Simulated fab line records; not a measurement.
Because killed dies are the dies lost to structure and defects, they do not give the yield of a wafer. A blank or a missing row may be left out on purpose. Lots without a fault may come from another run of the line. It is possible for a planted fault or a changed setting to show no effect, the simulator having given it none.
Which tool was responsible? | flow nand-harc | Sampling: 13 lots, 39 wafers, 5 of 1159 route steps

## WHAT THE GAUGES SHOWED, per wafer
NHARC_A_CHANNEL_HOLE_D1_CD_MEAS_30.
lot  | measured     | on        | cd-nm (nm)
L552 | day 8 22:58  | cd-sem-02 | 90.0 88.1 89.4
L553 | day 9 03:49  | cd-sem-01 | 90.3 89.7 92.8
L556 | day 9 08:41  | cd-sem-03 | 90.0 90.9 90.8
L557 | day 9 08:29  | cd-sem-02 | 91.2 90.9 87.9
L555 | day 9 15:56  | cd-sem-01 | 91.4 89.2 90.2
L559 | day 10 01:04 | cd-sem-01 | 89.6 90.1 89.2
L560 | day 10 14:43 | cd-sem-01 | 89.5 91.8 89.2
L561 | day 10 18:52 | cd-sem-02 | 88.3 91.6 90.7
L564 | day 11 19:00 | cd-sem-01 | 90.4 87.5 90.5
L563 | day 11 19:13 | cd-sem-03 | 92.1 89.8 91.0
L567 | day 12 11:26 | cd-sem-01 | 88.5 86.9 89.9
L568 | day 12 15:55 | cd-sem-01 | 89.4 91.0 91.6
L570 | day 13 02:00 | cd-sem-03 | 87.2 88.1 88.2

NHARC_END_SORT_01.
lot  | measured     | on        | killed-at-array | killed-at-other | killed-at-periphery | killed-dies | killed-open | killed-short
L568 | day 23 07:44 | prober-01 | 674 677 674     | 1 0 0           | 2 0 3               | 677 677 677 | 4 1 4       | 0 1 2
L570 | day 23 15:29 | prober-01 | 671 674 673     | 0 1 1           | 6 2 3               | 677 677 677 | 2 3 3       | 2 2 3

## WHICH TOOL RAN EACH LOT (tool, then ch and the chambers of the sampled wafers, then the start)
lot  | NHARC_A_CHANNEL_HOLE_D1_ETCH_23  | NHARC_A_CHANNEL_HOLE_D1_ETCH_25  | NHARC_A_CHANNEL_FILL_D1_ETCHBACK_20
L552 | har-etch-01 ch 1, day 8 18:59    | har-etch-01 ch 1, day 8 20:29    | rie-diel-13 ch 1,2,3, day 10 02:02
L553 | har-etch-02 ch 0,1, day 8 23:45  | har-etch-02 ch 0,1, day 9 01:12  | rie-diel-06 ch 0,2,3, day 10 01:59
L556 | har-etch-02 ch 0,1, day 9 04:43  | har-etch-02 ch 0,1, day 9 06:13  | rie-diel-02 ch 1,2,3, day 10 08:37
L557 | har-etch-01 ch 0,1, day 9 04:43  | har-etch-01 ch 0,1, day 9 06:17  | rie-diel-06 ch 0,3, day 10 08:38
L555 | har-etch-01 ch 0,1, day 9 12:11  | har-etch-01 ch 0,1, day 9 13:44  | rie-diel-02 ch 0,3, day 10 16:22
L559 | har-etch-02 ch 0,1, day 9 21:05  | har-etch-02 ch 0,1, day 9 22:35  | rie-diel-13 ch 2,3, day 11 05:18
L560 | har-etch-01 ch 0,1, day 10 10:45 | har-etch-01 ch 0,1, day 10 12:14 | rie-diel-02 ch 0,1,3, day 11 19:23
L561 | har-etch-01 ch 0,1, day 10 14:55 | har-etch-01 ch 0,1, day 10 16:23 | rie-diel-06 ch 0,2,3, day 11 19:22
L564 | har-etch-01 ch 0,1, day 11 15:02 | har-etch-01 ch 0,1, day 11 16:32 | rie-diel-13 ch 0,2,3, day 12 23:31
L563 | har-etch-02 ch 0,1, day 11 15:20 | har-etch-02 ch 0,1, day 11 16:52 | rie-diel-02 ch 0,1,2, day 12 23:32
L567 | har-etch-01 ch 1, day 12 07:28   | har-etch-01 ch 1, day 12 08:58   | rie-diel-13 ch 0,3, day 13 12:37
L568 | har-etch-01 ch 0,1, day 12 12:02 | har-etch-01 ch 0,1, day 12 13:35 | rie-diel-13 ch 0,1,2, day 13 17:37
L570 | har-etch-02 ch 0,1, day 12 22:08 | har-etch-02 ch 0,1, day 12 23:38 | rie-diel-02 ch 0,2,3, day 14 04:21
- NHARC_A_CHANNEL_HOLE_D1_ETCH_23: etches the open film in C4F8/O2/Ar, time 819 s, target depth 1600 nm.
- NHARC_A_CHANNEL_HOLE_D1_ETCH_25: etches the open film in C4F8/O2/Ar, time 1040.2 s, target depth 1500 nm.
- NHARC_A_CHANNEL_FILL_D1_ETCHBACK_20: etches the open film in C4F8/O2/Ar, target depth 27 nm, time 13.5 s.

## AS READ BY THE TOOLS THEMSELVES (means over the sampled wafers that have a number; for cases with no such wafer, the mark the record gives instead)
NHARC_A_CHANNEL_HOLE_D1_ETCH_23.
lot  | tool        | drypump-motor-current-A (A) | showerhead-plenum-p-Torr (Torr) | throttle-valve-pct (%)
L552 | har-etch-01 | 5.4                         | 3.63                            | 32.159
L553 | har-etch-02 | 6.2                         | 3.76                            | 32.151
L556 | har-etch-02 | 6.1                         | 3.71                            | 32.155
L557 | har-etch-01 | 5.7                         | 3.69                            | 32.155
L555 | har-etch-01 | 5.7                         | 3.69                            | 32.161
L559 | har-etch-02 | 6.0                         | 3.71                            | 32.157
L560 | har-etch-01 | 5.7                         | 3.68                            | 32.146
L561 | har-etch-01 | 6.0                         | 3.75                            | 32.153
L564 | har-etch-01 | 5.7                         | 3.68                            | 32.155
L563 | har-etch-02 | 6.0                         | 3.70                            | 32.148
L567 | har-etch-01 | 5.4                         | 3.61                            | 32.157
L568 | har-etch-01 | 5.7                         | 3.67                            | 32.154
L570 | har-etch-02 | 6.1                         | 3.69                            | 32.157

NHARC_A_CHANNEL_HOLE_D1_ETCH_25.
lot  | tool        | drypump-motor-current-A (A) | showerhead-plenum-p-Torr (Torr) | throttle-valve-pct (%)
L552 | har-etch-01 | 5.4                         | 3.63                            | 32.229
L553 | har-etch-02 | 6.1                         | 3.75                            | 32.235
L556 | har-etch-02 | 6.1                         | 3.71                            | 32.238
L557 | har-etch-01 | 5.7                         | 3.69                            | 32.238
L555 | har-etch-01 | 5.7                         | 3.68                            | 32.236
L559 | har-etch-02 | 6.1                         | 3.71                            | 32.237
L560 | har-etch-01 | 5.7                         | 3.68                            | 32.237
L561 | har-etch-01 | 6.0                         | 3.74                            | 32.243
L564 | har-etch-01 | 5.7                         | 3.67                            | 32.232
L563 | har-etch-02 | 6.1                         | 3.70                            | 32.226
L567 | har-etch-01 | 5.4                         | 3.61                            | 32.226
L568 | har-etch-01 | 5.7                         | 3.66                            | 32.230
L570 | har-etch-02 | 6.0                         | 3.69                            | 32.235

NHARC_A_CHANNEL_FILL_D1_ETCHBACK_20.
lot  | tool        | bias-w (W) | chamber-pressure-mTorr (mTorr) | oes-product-au (a.u.) | rf-fwd-power-W (W) | rf-vpp-V (V)
L552 | rie-diel-13 | 1502       | 25.024                         | 0.93                  | 586.7              | 981
L553 | rie-diel-06 | 1498       | 25.002                         | 0.92                  | 587.8              | 978
L556 | rie-diel-02 | 1497       | 25.003                         | 1.01                  | 586.9              | 981
L557 | rie-diel-06 | 1499       | 25.022                         | 0.92                  | 587.4              | 971
L555 | rie-diel-02 | 1500       | 24.979                         | 1.00                  | 586.5              | 978
L559 | rie-diel-13 | 1503       | 24.996                         | 0.93                  | 587.4              | 979
L560 | rie-diel-02 | 1503       | 24.984                         | 0.96                  | 585.4              | 977
L561 | rie-diel-06 | 1505       | 25.001                         | 1.00                  | 586.1              | 978
L564 | rie-diel-13 | 1498       | 25.007                         | 0.99                  | 587.6              | 978
L563 | rie-diel-02 | 1495       | 24.994                         | 0.93                  | 585.7              | 980
L567 | rie-diel-13 | 1501       | 24.987                         | 1.00                  | 586.8              | 973
L568 | rie-diel-13 | -          | -                              | -                     | -                  | -
L570 | rie-diel-02 | -          | -                              | -                     | -                  | -

## THE ANSWER, worked out from the rows above alone
Rule: the usual values come from the lots themselves. The widest of any qualifying gaps counts: lots, ordered by their means at a reading, are off when they make up no more than a third of the lots, leave a main group of 4 or more, and stand apart from it by 3 or more times the standard deviation of that group's means. The tables above print the reading to a certain number of digits; a main group whose means all agree to those digits is not used. Also off: a lot with no number at a reading for which 4 or more lots have one. Any other lot the step has rows for is counted as sound. Order of review: gauges by route order, followed by the tools' own readings, for which a lot's mean as printed above is used. The first step at which some lot is off is used, and at that step the reading that is off furthest; a lot without a number counts as furthest.
Off: L568, L570, at NHARC_A_CHANNEL_FILL_D1_ETCHBACK_20 (bias-w). Without a number there: L568, L570. Main group: mean 1500 W, sd 2.9.
If a tool, at that step or one of the process steps before it, ran each lot that is off and ran no sound lot following the first of them, it fits. Of those tried, none fits.

## WHAT WAS PUT IN BY THE SIMULATOR
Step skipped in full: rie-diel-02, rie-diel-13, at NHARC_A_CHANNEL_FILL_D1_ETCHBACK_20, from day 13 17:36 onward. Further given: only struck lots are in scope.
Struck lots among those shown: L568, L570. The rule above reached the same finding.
